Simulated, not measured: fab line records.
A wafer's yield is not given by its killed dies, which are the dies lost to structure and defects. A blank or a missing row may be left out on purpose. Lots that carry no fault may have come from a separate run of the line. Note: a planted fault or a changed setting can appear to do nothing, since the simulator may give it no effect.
fab line records ; flow n5Finfet ; part 1 of 2: steps 1 to 4 of 6
record: lots: 23; wafers: 69; lastDay: 17
route steps=1938 shown MOL_CONTACT_COAG@605 BEOL_M0_SAQP@650
lots that met no fault: from a run of the same line without faults
startH: start of the lot's first displayed wafer, in hours after the record's first day ; waitH: hours from the lot's prior step to this one ; " same as the row above ; L1.1+2: a row that stands for several wafers ; - either no value or no given start ; * or withheld: withheld ; < > ~ a bound
route shown NAME@n: NAME is a module with steps in the file, n the number in the route of the first one ; usual: mean and standard deviation over wafers with no fault ; same: alike in all rows ; chamber/n: place in a boat ; sites: readings site by site ; _std_site: standard deviation across them ; _edge_site: mean of outer sites minus mean of inner sites ; radiusMm: how far each site lies from the wafer's centre ; mask NAME#n: copy n ; behind: the last tool/chamber to shape the wafer ; hold: why the lot went on hold/how many hours it stayed there/how the hold came to an end ; device: the transistor (n, p or np) that didn't switch ; end of line: at the end of the route, the tests of the same wafers ; a step without rows: its recipe alone ; killed: dies lost to structure and defects at the first sort, not the wafer's yield ; map: the dies of a wafer, with x for killed, . for not killed, _ for no die there
set.NAME: the setting that was run; set.NAME@STEP: the one run at that earlier step ; model.NAME: the simulator's own value behind a step, which no gauge read
steps of the route over a sample of lots; a table a step, a row a wafer
services: when a tool's chamber went out of use (startH, in hours from the record's first day, below 0 if earlier), for how many hours, and the reason
== steps ==
step: N5_MOL_CONTACT_COAG_DESCUM_45
recipe: chemistry: O2; timeS: 7; sourcePowerW: 50; biasPowerW: 20; pressureMtorr: 20; rfFrequencyHz: 2.712e+07; tempC: 40; resist: CAR-EUV; o2FlowSccm: 225
usual: drypumpMotorCurrentA: 5.7/0.42; oesProductAu: 0.86/0.075; rfVppV: 243.9/1.2; showerheadPlenumPTorr: 2.14/0.071; throttleValvePct: 20.35/0.24
lot.wafer;tool;chamber;startH;waitH;drypumpMotorCurrentA;oesProductAu;rfHoursCounterH;rfVppV;showerheadPlenumPTorr;throttleValvePct
L074.1;rieDiel-06;1;99.68;0.0;6.1;0.81;75;241.3;2.05;20.45
L074.2;rieDiel-06;2;99.68;0.0;5.1;0.96;3;243.3;2.14;19.90
L074.6;rieDiel-06;0;99.68;0.0;6.1;0.90;-;245.4;2.24;20.09
L075.2;rieDiel-06;2;110.57;0.3;5.1;0.94;8;242.9;2.14;19.91
L075.3;rieDiel-06;0;110.57;0.3;6.1;0.89;28;243.4;2.24;20.09
L075.6;rieDiel-06;1;110.57;0.3;6.1;0.81;-;241.9;2.05;20.48
L076.1;rieDiel-03;0;112.35;0.0;6.1;0.85;73;242.7;2.10;20.60
L076.3;rieDiel-03;3;112.35;0.0;5.6;0.88;30;244.1;2.14;20.29
L076.4;rieDiel-03;3;112.35;0.0;5.6;0.87;-;243.6;2.14;20.28
L078.1;rieDiel-06;2;126.50;0.1;5.1;0.91;13;243.7;2.14;19.92
L078.2;rieDiel-06;1;126.50;0.1;6.1;0.80;85;244.0;2.05;20.47
L078.5;rieDiel-06;1;126.50;0.1;6.1;0.80;-;241.8;2.05;20.48
L079.1;rieDiel-03;1;130.88;0.0;5.7;0.96;3;245.4;2.26;20.37
L079.5;rieDiel-03;2;130.88;0.0;5.5;0.91;-;245.4;2.22;20.52
L079.6;rieDiel-03;3;130.88;0.0;5.6;0.86;-;243.9;2.14;20.30
L080.1;rieDiel-03;3;136.34;0.1;5.6;0.86;40;244.2;2.14;20.29
L080.2;rieDiel-03;0;136.34;0.1;6.1;0.84;83;243.2;2.10;20.60
L080.6;rieDiel-03;0;136.34;0.1;6.1;0.84;-;244.7;2.10;20.61
L081.3;rieDiel-03;3;141.99;0.0;5.6;0.85;41;242.9;2.14;20.30
L081.4;rieDiel-03;2;141.99;0.0;5.5;0.91;24;246.6;2.22;20.55
L081.5;rieDiel-03;3;141.99;0.0;5.6;0.86;-;243.4;2.14;20.32
L082.1;rieDiel-03;1;145.07;0.1;5.6;0.94;8;245.3;2.26;20.39
L082.3;rieDiel-03;0;145.07;0.1;6.1;0.83;86;244.3;2.10;20.63
L082.4;rieDiel-03;2;145.07;0.1;5.5;0.91;25;245.0;2.22;20.53
L083.4;rieDiel-03;2;150.93;0.0;5.5;0.92;27;246.4;2.22;20.54
L083.5;rieDiel-03;3;150.93;0.0;5.6;0.86;-;243.2;2.14;20.30
L083.6;rieDiel-03;0;150.93;0.0;6.1;0.84;-;242.1;2.10;20.63
L084.2;rieDiel-02;2;158.98;0.2;5.6;0.67;239;241.6;2.07;20.61
L084.4;rieDiel-02;3;158.98;0.2;4.9;0.82;77;244.7;2.13;20.12
L084.5;rieDiel-02;1;158.98;0.2;5.7;0.68;-;242.9;2.13;20.29
L085.1;rieDiel-03;0;165.19;0.0;6.1;0.83;93;244.6;2.10;20.62
L085.3;rieDiel-03;1;165.19;0.0;5.6;0.92;15;244.9;2.26;20.38
L085.6;rieDiel-03;1;165.19;0.0;5.7;0.94;-;245.7;2.26;20.38
L086.2;rieDiel-03;2;172.22;0.0;5.5;0.90;35;244.4;2.22;20.56
L086.4;rieDiel-03;3;172.22;0.0;5.7;0.85;53;243.8;2.14;20.34
L086.6;rieDiel-03;1;172.22;0.0;5.6;0.91;-;243.5;2.26;20.40
L087.1;rieDiel-03;1;179.42;0.0;5.6;0.92;19;245.9;2.25;20.41
L087.3;rieDiel-03;2;179.42;0.0;5.5;0.89;37;245.6;2.22;20.59
L087.6;rieDiel-03;3;179.42;0.0;5.7;0.84;-;242.7;2.13;20.32
L088.1;rieDiel-02;3;190.15;0.0;4.9;0.81;89;243.1;2.13;20.16
L088.5;rieDiel-02;0;190.15;0.0;6.5;0.94;-;241.8;2.04;20.56
L088.6;rieDiel-02;3;190.15;0.0;4.9;0.81;-;244.0;2.13;20.13
L089.3;rieDiel-02;3;192.60;0.1;4.9;0.80;90;243.0;2.13;20.13
L089.4;rieDiel-02;2;192.60;0.1;5.6;0.67;-;243.8;2.07;20.62
L089.5;rieDiel-02;0;192.60;0.1;6.5;0.93;-;242.5;2.04;20.57
L090.2;rieDiel-06;1;197.07;0.0;6.1;0.77;111;242.7;2.04;20.52
L090.5;rieDiel-06;3;197.07;0.0;5.8;0.84;-;245.0;2.19;20.07
L090.6;rieDiel-06;2;197.07;0.0;5.1;0.87;-;243.3;2.13;19.97
L091.1;rieDiel-03;2;204.69;0.1;5.5;0.88;45;245.8;2.21;20.58
L091.2;rieDiel-03;0;204.69;0.1;6.1;0.82;105;243.0;2.09;20.65
L091.4;rieDiel-03;0;204.69;0.1;6.1;0.81;-;242.9;2.09;20.65
L092.2;rieDiel-06;1;210.22;0.0;6.1;0.76;115;243.2;2.04;20.52
L092.3;rieDiel-06;0;210.22;0.0;6.1;0.84;66;246.2;2.23;20.12
L092.4;rieDiel-06;2;210.22;0.0;5.1;0.86;44;244.2;2.13;19.98
L093.3;rieDiel-02;0;211.33;0.0;6.4;0.92;39;242.4;2.03;20.57
L093.4;rieDiel-02;3;211.33;0.0;4.9;0.80;-;243.4;2.12;20.15
L093.5;rieDiel-02;0;211.33;0.0;6.5;0.92;-;243.8;2.03;20.59
L094.2;rieDiel-02;2;218.64;0.1;5.6;0.66;261;242.7;2.06;20.63
L094.3;rieDiel-02;0;218.64;0.1;6.5;0.91;43;241.6;2.03;20.61
L094.5;rieDiel-02;0;218.64;0.1;6.4;0.91;-;242.4;2.03;20.60
L095.4;rieDiel-02;0;227.17;0.1;6.4;0.90;-;241.5;2.03;20.61
L095.5;rieDiel-02;1;227.17;0.1;5.7;0.97;-;243.9;2.13;19.91
L095.6;rieDiel-02;3;227.17;0.1;4.9;0.80;-;242.6;2.12;20.17
L096.2;rieDiel-03;3;230.99;0.0;5.6;0.83;71;244.1;2.13;20.34
L096.3;rieDiel-03;1;230.99;0.0;5.6;0.89;32;245.5;2.25;20.41
L096.6;rieDiel-03;0;230.99;0.0;6.1;0.81;-;243.5;2.09;20.66
L097.1;rieDiel-06;3;239.52;0.0;5.8;0.83;94;245.6;2.18;20.08
L097.3;rieDiel-06;1;239.52;0.0;6.1;0.77;125;241.9;2.03;20.55
L097.4;rieDiel-06;0;239.52;0.0;6.1;0.81;77;244.1;2.22;20.16
step: N5_MOL_CONTACT_COAG_ALD_133
recipe: material: SiO2; targetThkA: 50; tempC: 100; aldPrecursorFamily: BDEAS; aldCoReactant: O2-plasma; pulseTimeS: 1; coReactantPulseTimeS: 1; purgeTimeS: 2; coReactantPurgeTimeS: 2; aldCycles: 35; pressureTorr: 2
usual: heaterPowerW: 77/7.5; precursorPulseHeightRel: 1.002/0.021
same: coReactantPulseTimeS: 1
lot.wafer;tool;chamber;startH;waitH;heaterPowerW;precursorPulseHeightRel
L074.1;aldSin-04;2;99.84;0.1;80;1.012
L074.2;aldSin-04;3;99.84;0.1;65;0.980
L074.6;aldSin-04;2;99.84;0.1;80;1.031
L075.2;aldSin-04;1;110.71;0.1;76;0.970
L075.3;aldSin-04;3;110.71;0.1;66;0.986
L075.6;aldSin-04;0;110.71;0.1;77;1.013
L076.1;aldSin-02;0;112.99;0.6;83;0.984
L076.3;aldSin-02;2;112.99;0.6;90;0.960
L076.4;aldSin-02;3;112.99;0.6;77;0.992
L078.1;aldSin-03;3;127.02;0.4;70;1.006
L078.2;aldSin-03;0;127.02;0.4;86;0.997
L078.5;aldSin-03;1;127.02;0.4;75;0.999
L079.1;aldSin-03;0;131.02;0.1;88;1.012
L079.5;aldSin-03;0;131.02;0.1;86;0.995
L079.6;aldSin-03;1;131.02;0.1;76;1.029
L080.1;aldSin-04;2;136.47;0.1;82;0.992
L080.2;aldSin-04;1;136.47;0.1;78;0.989
L080.6;aldSin-04;2;136.47;0.1;80;1.000
L081.3;aldSin-03;0;142.12;0.1;88;0.974
L081.4;aldSin-03;2;142.12;0.1;64;1.000
L081.5;aldSin-03;0;142.12;0.1;85;0.988
L082.1;aldSin-04;3;145.22;0.1;66;1.046
L082.3;aldSin-04;2;145.22;0.1;82;1.001
L082.4;aldSin-04;0;145.22;0.1;75;1.012
L083.4;aldSin-04;0;151.13;0.1;73;1.001
L083.5;aldSin-04;2;151.13;0.1;82;1.017
L083.6;aldSin-04;3;151.13;0.1;66;0.972
L084.2;aldSin-02;2;159.11;0.1;91;0.978
L084.4;aldSin-02;0;159.11;0.1;84;1.014
L084.5;aldSin-02;1;159.11;0.1;74;0.995
L085.1;aldSin-02;0;165.32;0.1;82;0.984
L085.3;aldSin-02;2;165.32;0.1;90;1.003
L085.6;aldSin-02;0;165.32;0.1;85;1.006
L086.2;aldSin-02;0;172.36;0.1;82;1.009
L086.4;aldSin-02;3;172.36;0.1;74;1.011
L086.6;aldSin-02;3;172.36;0.1;76;0.983
L087.1;aldSin-04;1;180.54;1.0;76;1.006
L087.3;aldSin-04;2;180.54;1.0;82;1.008
L087.6;aldSin-04;0;180.54;1.0;76;1.017
L088.1;aldSin-02;1;190.31;0.1;74;0.967
L088.5;aldSin-02;3;190.31;0.1;73;0.996
L088.6;aldSin-02;2;190.31;0.1;90;1.023
L089.3;aldSin-02;3;192.89;0.2;74;1.023
L089.4;aldSin-02;0;192.89;0.2;84;1.013
L089.5;aldSin-02;0;192.89;0.2;82;1.017
L090.2;aldSin-02;3;197.20;0.1;75;1.021
L090.5;aldSin-02;0;197.20;0.1;83;1.005
L090.6;aldSin-02;1;197.20;0.1;74;0.994
L091.1;aldSin-02;0;205.12;0.3;86;1.033
L091.2;aldSin-02;3;205.12;0.3;75;0.987
L091.4;aldSin-02;3;205.12;0.3;76;0.987
L092.2;aldSin-03;2;210.35;0.1;61;1.016
L092.3;aldSin-03;0;210.35;0.1;86;0.961
L092.4;aldSin-03;1;210.35;0.1;82;0.996
L093.3;aldSin-04;0;211.52;0.1;77;1.024
L093.4;aldSin-04;1;211.52;0.1;75;1.022
L093.5;aldSin-04;3;211.52;0.1;66;1.009
L094.2;aldSin-02;3;218.77;0.1;76;0.997
L094.3;aldSin-02;1;218.77;0.1;74;0.975
L094.5;aldSin-02;1;218.77;0.1;76;1.003
L095.4;aldSin-03;1;227.70;0.4;84;0.974
L095.5;aldSin-03;0;227.70;0.4;85;0.980
L095.6;aldSin-03;1;227.70;0.4;85;0.983
L096.2;aldSin-02;0;231.16;0.1;80;1.004
L096.3;aldSin-02;2;231.16;0.1;92;1.017
L096.6;aldSin-02;3;231.16;0.1;73;1.038
L097.1;aldSin-02;2;239.65;0.1;91;1.007
L097.3;aldSin-02;3;239.65;0.1;75;0.987
L097.4;aldSin-02;1;239.65;0.1;76;0.980
step: N5_MOL_CONTACT_COAG_STRIP_72
recipe: chemistry: N2/H2; powerW: 450; tempC: 40; pressureMtorr: 20; rfFrequencyHz: 6e+07; overashFraction: 3; biasPowerW: 7; h2Frac: 0.5; n2FlowSccm: 200; h2FlowSccm: 200
usual: drypumpMotorCurrentA: 5.7/0.44; oesProductAu: 0.84/0.078; rfVppV: 59.4/2.1; showerheadPlenumPTorr: 2.58/0.087; throttleValvePct: 23.7/0.37
lot.wafer;tool;chamber;startH;waitH;drypumpMotorCurrentA;oesProductAu;rfHoursCounterH;rfVppV;showerheadPlenumPTorr;throttleValvePct
L074.1;rieDiel-03;0;100.33;0.0;6.1;0.85;68;58.2;2.57;24.1
L074.2;rieDiel-03;2;100.33;0.0;5.5;0.96;9;55.7;2.72;24.1
L074.6;rieDiel-03;0;100.33;0.0;6.1;0.85;-;58.8;2.57;24.1
L075.2;rieDiel-06;1;111.25;0.0;6.1;0.81;80;59.9;2.44;23.3
L075.3;rieDiel-06;2;111.25;0.0;5.1;0.93;8;61.4;2.60;23.4
L075.6;rieDiel-06;0;111.25;0.0;6.2;0.90;-;56.7;2.71;23.4
L076.1;rieDiel-06;1;113.44;0.0;6.1;0.81;81;56.3;2.45;23.3
L076.3;rieDiel-06;2;113.44;0.0;5.1;0.94;9;58.7;2.60;23.4
L076.4;rieDiel-06;0;113.44;0.0;6.1;0.89;-;59.1;2.71;23.4
L078.1;rieDiel-02;1;127.48;0.0;5.7;0.69;240;55.3;2.60;23.5
L078.2;rieDiel-02;0;127.48;0.0;6.5;1.00;7;57.1;2.50;24.1
L078.5;rieDiel-02;3;127.48;0.0;4.9;0.82;-;60.4;2.58;23.3
L079.1;rieDiel-06;2;131.49;0.0;5.1;0.93;16;59.0;2.60;23.4
L079.5;rieDiel-06;2;131.49;0.0;5.1;0.91;-;58.6;2.60;23.4
L079.6;rieDiel-06;0;131.49;0.0;6.1;0.87;-;54.8;2.71;23.4
L080.1;rieDiel-03;1;136.93;0.0;5.6;0.98;6;57.3;2.70;23.0
L080.2;rieDiel-03;3;136.93;0.0;5.7;0.85;40;61.9;2.59;23.7
L080.6;rieDiel-03;3;136.93;0.0;5.7;0.87;-;62.9;2.59;23.7
L081.3;rieDiel-06;0;142.58;0.0;6.1;0.88;41;59.7;2.71;23.4
L081.4;rieDiel-06;2;142.58;0.0;5.1;0.91;-;60.2;2.60;23.3
L081.5;rieDiel-06;0;142.58;0.0;6.1;0.89;-;61.1;2.71;23.3
L082.1;rieDiel-03;3;145.75;0.0;5.7;0.86;42;62.0;2.59;23.7
L082.3;rieDiel-03;0;145.75;0.0;6.2;0.82;86;56.4;2.56;24.2
L082.4;rieDiel-03;2;145.75;0.0;5.5;0.91;25;58.5;2.72;24.1
L083.4;rieDiel-03;0;151.58;0.0;6.1;0.84;88;59.2;2.56;24.2
L083.5;rieDiel-03;3;151.58;0.0;5.7;0.85;-;57.9;2.59;23.7
L083.6;rieDiel-03;2;151.58;0.0;5.5;0.91;-;62.5;2.72;24.2
L084.2;rieDiel-03;3;159.59;0.0;5.6;0.85;48;62.6;2.59;23.7
L084.4;rieDiel-03;2;159.59;0.0;5.5;0.90;31;61.6;2.71;24.2
L084.5;rieDiel-03;3;159.59;0.0;5.6;0.86;-;59.1;2.59;23.8
L085.1;rieDiel-02;3;165.78;0.0;5.0;0.82;79;58.4;2.58;23.4
L085.3;rieDiel-02;0;165.78;0.0;6.4;0.96;20;59.0;2.49;24.1
L085.6;rieDiel-02;3;165.78;0.0;4.9;0.82;-;60.8;2.58;23.4
L086.2;rieDiel-03;1;172.82;0.0;5.7;0.91;17;59.4;2.69;23.0
L086.4;rieDiel-03;2;172.82;0.0;5.5;0.88;35;57.2;2.71;24.2
L086.6;rieDiel-03;0;172.82;0.0;6.1;0.82;-;56.8;2.56;24.2
L087.1;rieDiel-06;1;181.00;0.0;6.1;0.76;105;62.9;2.43;23.3
L087.3;rieDiel-06;2;181.00;0.0;5.1;0.86;34;54.7;2.59;23.4
L087.6;rieDiel-06;0;181.00;0.0;6.1;0.84;-;59.6;2.70;23.4
L088.1;rieDiel-06;1;190.77;0.0;6.1;0.77;109;58.4;2.43;23.3
L088.5;rieDiel-06;2;190.77;0.0;5.2;0.87;-;58.7;2.59;23.4
L088.6;rieDiel-06;1;190.77;0.0;6.1;0.77;-;60.0;2.43;23.4
L089.3;rieDiel-02;3;193.47;0.0;4.9;0.80;91;58.5;2.57;23.4
L089.4;rieDiel-02;0;193.47;0.0;6.4;0.91;-;57.9;2.49;24.1
L089.5;rieDiel-02;2;193.47;0.0;5.6;0.66;-;59.4;2.48;23.9
L090.2;rieDiel-02;2;197.66;0.0;5.6;0.67;251;59.9;2.48;23.8
L090.5;rieDiel-02;0;197.66;0.0;6.4;0.93;-;59.4;2.49;24.1
L090.6;rieDiel-02;3;197.66;0.0;5.0;0.78;-;60.5;2.57;23.4
L091.1;rieDiel-03;2;205.58;0.0;5.5;0.87;46;59.8;2.71;24.2
L091.2;rieDiel-03;0;205.58;0.0;6.1;0.81;106;57.3;2.55;24.2
L091.4;rieDiel-03;2;205.58;0.0;5.5;0.87;-;60.8;2.71;24.2
L092.2;rieDiel-02;2;210.83;0.0;5.6;0.67;257;60.0;2.48;23.9
L092.3;rieDiel-02;0;210.83;0.0;6.4;0.92;39;54.2;2.48;24.1
L092.4;rieDiel-02;3;210.83;0.0;4.9;0.79;-;57.2;2.57;23.4
L093.3;rieDiel-02;0;211.98;0.0;6.5;0.91;40;58.5;2.48;24.1
L093.4;rieDiel-02;2;211.98;0.0;5.6;0.67;-;58.2;2.48;23.9
L093.5;rieDiel-02;3;211.98;0.0;4.9;0.80;-;59.1;2.57;23.4
L094.2;rieDiel-06;2;219.23;0.0;5.1;0.85;47;61.3;2.59;23.4
L094.3;rieDiel-06;1;219.23;0.0;6.1;0.76;118;58.4;2.43;23.4
L094.5;rieDiel-06;1;219.23;0.0;6.1;0.76;-;60.5;2.43;23.3
L095.4;rieDiel-03;1;228.22;0.0;5.7;0.92;31;57.1;2.68;23.1
L095.5;rieDiel-03;0;228.22;0.0;6.1;0.82;-;61.1;2.55;24.2
L095.6;rieDiel-03;3;228.22;0.0;5.7;0.84;-;61.9;2.58;23.8
L096.2;rieDiel-03;0;231.62;0.0;6.2;0.83;115;59.7;2.55;24.2
L096.3;rieDiel-03;2;231.62;0.0;5.5;0.88;54;61.0;2.70;24.2
L096.6;rieDiel-03;0;231.62;0.0;6.2;0.81;-;56.6;2.55;24.2
L097.1;rieDiel-03;2;240.11;0.0;5.5;0.85;57;56.8;2.70;24.2
L097.3;rieDiel-03;3;240.11;0.0;5.7;0.81;74;63.6;2.58;23.8
L097.4;rieDiel-03;0;240.11;0.0;6.1;0.79;118;60.7;2.55;24.2
step: N5_BEOL_M0_SAQP_OVL_MEAS_15
recipe: pointsPerWafer: 44
usual: M0_CORE_OVL: -0.2/0.64
lot.wafer;tool;chamber;startH;waitH;M0_CORE_OVL[nm]
L074.1;overlay-02;0;107.83;0.0;-0.8
L074.2;overlay-02;0;107.83;0.0;-0.3
L074.6;overlay-02;0;107.83;0.0;-0.3
L075.2;overlay-02;0;117.10;0.0;0.5
L075.3;overlay-02;0;117.10;0.0;0.9
L075.6;overlay-02;0;117.10;0.0;0.6
L076.1;overlay-02;0;121.46;0.0;0.3
L076.3;overlay-02;0;121.46;0.0;0.7
L076.4;overlay-02;0;121.46;0.0;0.5
L078.1;overlay-01;0;133.23;0.0;0.2
L078.2;overlay-01;0;133.23;0.0;0.0
L078.5;overlay-01;0;133.23;0.0;-0.2
L079.1;overlay-01;0;137.21;0.0;0.3
L079.5;overlay-01;0;137.21;0.0;-1.1
L079.6;overlay-01;0;137.21;0.0;0.2
L080.1;overlay-01;0;144.01;0.0;-0.2
L080.2;overlay-01;0;144.01;0.0;-0.6
L080.6;overlay-01;0;144.01;0.0;0.0
L081.3;overlay-02;0;150.03;0.0;-0.5
L081.4;overlay-02;0;150.03;0.0;-0.8
L081.5;overlay-02;0;150.03;0.0;-1.2
L082.1;overlay-02;0;152.93;0.0;0.0
L082.3;overlay-02;0;152.93;0.0;-1.2
L082.4;overlay-02;0;152.93;0.0;-0.8
L083.4;overlay-01;0;157.24;0.0;0.3
L083.5;overlay-01;0;157.24;0.0;-0.6
L083.6;overlay-01;0;157.24;0.0;0.2
L084.2;overlay-02;0;165.18;0.0;0.6
L084.4;overlay-02;0;165.18;0.0;0.1
L084.5;overlay-02;0;165.18;0.0;-0.3
L085.1;overlay-02;0;174.26;0.0;-1.4
L085.3;overlay-02;0;174.26;0.0;-0.1
L085.6;overlay-02;0;174.26;0.0;-0.6
L086.2;overlay-02;0;182.02;0.0;0.8
L086.4;overlay-02;0;182.02;0.0;-0.3
L086.6;overlay-02;0;182.02;0.0;0.2
L087.1;overlay-02;0;186.79;0.0;-0.5
L087.3;overlay-02;0;186.79;0.0;-1.6
L087.6;overlay-02;0;186.79;0.0;-1.3
L088.1;overlay-01;0;196.67;0.0;-0.5
L088.5;overlay-01;0;196.67;0.0;-0.5
L088.6;overlay-01;0;196.67;0.0;-0.6
L089.3;overlay-01;0;199.66;0.0;0.4
L089.4;overlay-01;0;199.66;0.0;-1.0
L089.5;overlay-01;0;199.66;0.0;0.7
L090.2;overlay-02;0;204.60;0.0;-0.4
L090.5;overlay-02;0;204.60;0.0;-1.0
L090.6;overlay-02;0;204.60;0.0;-0.4
L091.1;overlay-02;0;212.81;0.0;0.6
L091.2;overlay-02;0;212.81;0.0;-0.1
L091.4;overlay-02;0;212.81;0.0;-1.0
L092.2;overlay-01;0;217.56;0.0;-0.2
L092.3;overlay-01;0;217.56;0.0;-0.5
L092.4;overlay-01;0;217.56;0.0;0.1
L093.3;overlay-02;0;219.65;0.0;-0.8
L093.4;overlay-02;0;219.65;0.0;-1.0
L093.5;overlay-02;0;219.65;0.0;0.6
L094.2;overlay-01;0;225.94;0.0;0.7
L094.3;overlay-01;0;225.94;0.0;0.1
L094.5;overlay-01;0;225.94;0.0;0.3
L095.4;overlay-01;0;235.34;0.0;-0.1
L095.5;overlay-01;0;235.34;0.0;-0.2
L095.6;overlay-01;0;235.34;0.0;-0.5
L096.2;overlay-01;0;238.85;0.0;-0.4
L096.3;overlay-01;0;238.85;0.0;-0.7
L096.6;overlay-01;0;238.85;0.0;0.1
L097.1;overlay-01;0;246.08;0.0;-0.4
L097.3;overlay-01;0;246.08;0.0;0.3
L097.4;overlay-01;0;246.08;0.0;-0.5
